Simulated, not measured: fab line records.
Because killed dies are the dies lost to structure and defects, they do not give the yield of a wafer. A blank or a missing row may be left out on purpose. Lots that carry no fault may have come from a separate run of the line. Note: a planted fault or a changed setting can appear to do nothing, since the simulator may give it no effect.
The tool behind it: which one? ; flow n5_finfet ; 9 lots with 27 wafers sampled at 3 steps, on a route of 1938 steps

== WHAT THE GAUGES SHOWED, per wafer ==
N5_SD_ACTIVATION_RS_MEAS_03: uses a four-point probe to measure.
lot;measured;on;RS_SD_N (ohm/sq)
L236;day 3 11:32;film_metro-02;21.85 21.77 21.52
L242;day 5 06:34;film_metro-02;22.41 22.24 22.53
L243;day 5 13:53;film_metro-01;29.42 29.44 29.94
L244;day 5 14:32;film_metro-01;29.27 29.68 29.58
L252;day 7 08:59;film_metro-01;21.99 21.79 21.79
L254;day 7 23:35;film_metro-01;22.03 22.29 22.29
L256;day 8 14:41;film_metro-02;21.86 21.69 21.61
L257;day 8 17:30;film_metro-01;21.84 21.92 21.99
L259;day 9 04:28;film_metro-02;22.09 22.73 22.62

== TOOL THAT RAN EACH LOT (tool first, then ch and the chambers of the sampled wafers, then the start) ==
lot;N5_SD_EPI_N_VAPOR_ETCH_50;N5_SD_ACTIVATION_LSA_01
L236;epi_rpcvd-01 ch 0, day 3 03:38;laser_anneal-02 ch 0, day 3 11:22
L242;epi_rpcvd-03 ch 0, day 4 23:10;laser_anneal-02 ch 0, day 5 06:22
L243;epi_rpcvd-04 ch 0, day 5 06:47;laser_anneal-01, day 5 13:41
L244;epi_rpcvd-01 ch 0, day 5 07:23;laser_anneal-02, day 5 14:21
L252;epi_rpcvd-03 ch 0, day 7 00:47;laser_anneal-01 ch 0, day 7 08:48
L254;epi_rpcvd-01 ch 0, day 7 15:22;laser_anneal-01 ch 0, day 7 23:23
L256;epi_rpcvd-04 ch 0, day 8 06:50;laser_anneal-01 ch 0, day 8 14:29
L257;epi_rpcvd-01 ch 0, day 8 09:27;laser_anneal-01 ch 0, day 8 17:19
L259;epi_rpcvd-01 ch 0, day 8 20:50;laser_anneal-01 ch 0, day 9 04:16
- N5_SD_EPI_N_VAPOR_ETCH_50: etches Si in HCl, time 54 s.
- N5_SD_ACTIVATION_LSA_01: time 0.0008 s.

== THE ANSWER, worked out from the rows above alone ==
Rule: what is usual is taken from the lots themselves. Put in order of their means at a reading, lots are off if they are a third of the lots or fewer, leave a main group of 4 or more, and stand apart from it by a gap of 3 or more times the standard deviation of the main group's means; of several such gaps the widest counts. Not used: any main group whose means are identical at the precision the tables above print for the reading. A lot without any number at a reading at which 4 lots or more have one is off too. Where the step has rows for the other lots, those lots are counted as sound.
Off: L243, L244, seen at N5_SD_ACTIVATION_RS_MEAS_03 (RS_SD_N). The main group has a mean of 22.04 ohm/sq with a standard deviation of 0.29.
If a tool, at a process step before that reading, ran all the lots that are off and no sound lot after the first of them, it fits. The gauges at N5_SD_ACTIVATION_RS_MEAS_03 are tried like those tools. Of those tried, none fits.

== WHAT THE SIMULATOR HAD INSERTED ==
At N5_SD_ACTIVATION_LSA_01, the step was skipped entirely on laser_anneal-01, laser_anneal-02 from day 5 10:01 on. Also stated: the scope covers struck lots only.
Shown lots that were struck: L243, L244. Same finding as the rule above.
